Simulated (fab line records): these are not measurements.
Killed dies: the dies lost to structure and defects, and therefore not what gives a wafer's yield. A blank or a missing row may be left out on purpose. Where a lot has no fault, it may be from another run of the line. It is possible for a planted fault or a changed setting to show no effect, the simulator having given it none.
Which tool is to blame? || flow n5_finfet || 10 lots, 28 wafers sampled, at 5 steps of a route of 1938

== WHAT EACH GAUGE READ, for each wafer ==
N5_BEOL_M4_RC_MEAS_101.
{"lot": "L639", "measured": "day 9 01:55", "on": "prober-01", "IOFF_P (nA/um)": "0.18 0.21 0.20"}
{"lot": "L640", "measured": "day 9 00:02", "on": "prober-02", "IOFF_P (nA/um)": "0.19 0.24 0.22"}
{"lot": "L644", "measured": "day 10 16:01", "on": "prober-02", "IOFF_P (nA/um)": "0.33 0.25 0.25"}
{"lot": "L648", "measured": "day 11 01:15", "on": "prober-02", "IOFF_P (nA/um)": 0.20}
{"lot": "L653", "measured": "day 12 12:25", "on": "prober-02", "IOFF_P (nA/um)": "0.17 0.20 0.17"}
{"lot": "L655", "measured": "day 13 03:14", "on": "prober-01", "IOFF_P (nA/um)": "0.19 0.17 0.23"}
{"lot": "L656", "measured": "day 13 08:16", "on": "prober-02", "IOFF_P (nA/um)": "0.20 0.26 0.16"}
{"lot": "L657", "measured": "day 13 14:29", "on": "prober-01", "IOFF_P (nA/um)": "0.20 0.20 0.16"}
{"lot": "L660", "measured": "day 13 19:15", "on": "prober-02", "IOFF_P (nA/um)": "0.21 0.18 0.22"}
{"lot": "L661", "measured": "day 13 23:03", "on": "prober-01", "IOFF_P (nA/um)": "0.21 0.19 0.17"}

== WHICH TOOL RAN EACH LOT (tool, then ch and the chambers of the sampled wafers, then the start) ==
{"lot": "L639", "N5_HKMG_FIN_ETCHBACK_68": "rie_metal-03 ch 0,1, day 4 13:11", "N5_HKMG_FIN_STRIP_69": "plasma_asher-01 ch 0,1, day 4 13:20", "N5_HKMG_FIN_CMP_94": "cmp-02 ch 0,1,3, day 4 14:49", "N5_GATE_CUT_ETCH_56": "rie_metal-03 ch 0,1, day 4 15:12"}
{"lot": "L640", "N5_HKMG_FIN_ETCHBACK_68": "rie_metal-03 ch 1, day 4 18:55", "N5_HKMG_FIN_STRIP_69": "plasma_asher-02 ch 1, day 4 19:03", "N5_HKMG_FIN_CMP_94": "cmp-03 ch 0,3, day 4 20:34", "N5_GATE_CUT_ETCH_56": "rie_metal-03 ch 0, day 4 20:55"}
{"lot": "L644", "N5_HKMG_FIN_ETCHBACK_68": "rie_metal-02 ch 0,1, day 5 20:03", "N5_HKMG_FIN_STRIP_69": "plasma_asher-01 ch 0,1, day 5 20:11", "N5_HKMG_FIN_CMP_94": "cmp-02 ch 0,1,3, day 5 21:35", "N5_GATE_CUT_ETCH_56": "rie_metal-03 ch 0,1, day 5 21:58"}
{"lot": "L648", "N5_HKMG_FIN_ETCHBACK_68": "rie_metal-03 ch 1, day 6 20:25", "N5_HKMG_FIN_STRIP_69": "plasma_asher-01 ch 1, day 6 20:34", "N5_HKMG_FIN_CMP_94": "cmp-02 ch 3, day 6 22:03", "N5_GATE_CUT_ETCH_56": "rie_metal-03 ch 1, day 6 22:20"}
{"lot": "L653", "N5_HKMG_FIN_ETCHBACK_68": "rie_metal-02 ch 1, day 7 22:02", "N5_HKMG_FIN_STRIP_69": "plasma_asher-01 ch 1, day 7 22:11", "N5_HKMG_FIN_CMP_94": "cmp-02 ch 2,3, day 7 23:35", "N5_GATE_CUT_ETCH_56": "rie_metal-02 ch 1, day 7 23:58"}
{"lot": "L655", "N5_HKMG_FIN_ETCHBACK_68": "rie_metal-02 ch 0,1, day 8 14:07", "N5_HKMG_FIN_STRIP_69": "plasma_asher-02 ch 0, day 8 14:16", "N5_HKMG_FIN_CMP_94": "cmp-03 ch 0,3, day 8 15:40", "N5_GATE_CUT_ETCH_56": "rie_metal-02 ch 0,1, day 8 16:02"}
{"lot": "L656", "N5_HKMG_FIN_ETCHBACK_68": "rie_metal-01 ch 1, day 9 00:46", "N5_HKMG_FIN_STRIP_69": "plasma_asher-02 ch 0,1, day 9 00:55", "N5_HKMG_FIN_CMP_94": "cmp-02 ch 0,1,3, day 9 02:20", "N5_GATE_CUT_ETCH_56": "rie_metal-03 ch 1, day 9 02:41"}
{"lot": "L657", "N5_HKMG_FIN_ETCHBACK_68": "rie_metal-02 ch 0,1, day 9 07:37", "N5_HKMG_FIN_STRIP_69": "plasma_asher-02 ch 0,1, day 9 07:50", "N5_HKMG_FIN_CMP_94": "cmp-03 ch 0,3, day 9 09:08", "N5_GATE_CUT_ETCH_56": "rie_metal-02 ch 0,1, day 9 09:31"}
{"lot": "L660", "N5_HKMG_FIN_ETCHBACK_68": "rie_metal-03 ch 0,1, day 9 20:46", "N5_HKMG_FIN_STRIP_69": "plasma_asher-02 ch 1, day 9 20:57", "N5_HKMG_FIN_CMP_94": "cmp-02 ch 0,3, day 9 22:20", "N5_GATE_CUT_ETCH_56": "rie_metal-01 ch 1, day 9 22:44"}
{"lot": "L661", "N5_HKMG_FIN_ETCHBACK_68": "rie_metal-03 ch 0,1, day 10 01:55", "N5_HKMG_FIN_STRIP_69": "plasma_asher-01 ch 0,1, day 10 02:03", "N5_HKMG_FIN_CMP_94": "cmp-03 ch 0,1,3, day 10 03:27", "N5_GATE_CUT_ETCH_56": "rie_metal-03 ch 0,1, day 10 03:50"}
- N5_HKMG_FIN_ETCHBACK_68: etches the open film in Cl2/Ar, stops on HfO2, target depth 0.5 nm.
- N5_HKMG_FIN_STRIP_69: strips in N2/H2, time 360 s.
- N5_HKMG_FIN_CMP_94: polishes, stops on SiNx, t overpolish 4.7 s, target thk 43.299 nm.
- N5_GATE_CUT_ETCH_56: etches TiN in Cl2/Ar, target depth 21.6 nm.

== THE ANSWER, worked out from the rows above alone ==
Rule: what is usual is taken from the lots themselves. Put in order of their means at a reading, lots are off if they are a third of the lots or fewer, leave a main group of 4 or more, and stand apart from it by a gap of 3 or more times the standard deviation of the main group's means; of several such gaps the widest counts. Not used: any main group whose means are identical at the precision the tables above print for the reading. A lot without any number at a reading at which 4 lots or more have one is off too. Any other lot the step has rows for is counted as sound.
Off: at N5_BEOL_M4_RC_MEAS_101 (IOFF_P), L644. The main group: mean 0.20 nA/um, standard deviation 0.01.
A tool fits if, at a process step before that reading, it ran every lot that is off, and no sound lot after the first of them. Those tools and the gauges at N5_BEOL_M4_RC_MEAS_101 are tried in the same way. Of those tried, none fits.

== WHAT THE SIMULATOR HAD INSERTED ==
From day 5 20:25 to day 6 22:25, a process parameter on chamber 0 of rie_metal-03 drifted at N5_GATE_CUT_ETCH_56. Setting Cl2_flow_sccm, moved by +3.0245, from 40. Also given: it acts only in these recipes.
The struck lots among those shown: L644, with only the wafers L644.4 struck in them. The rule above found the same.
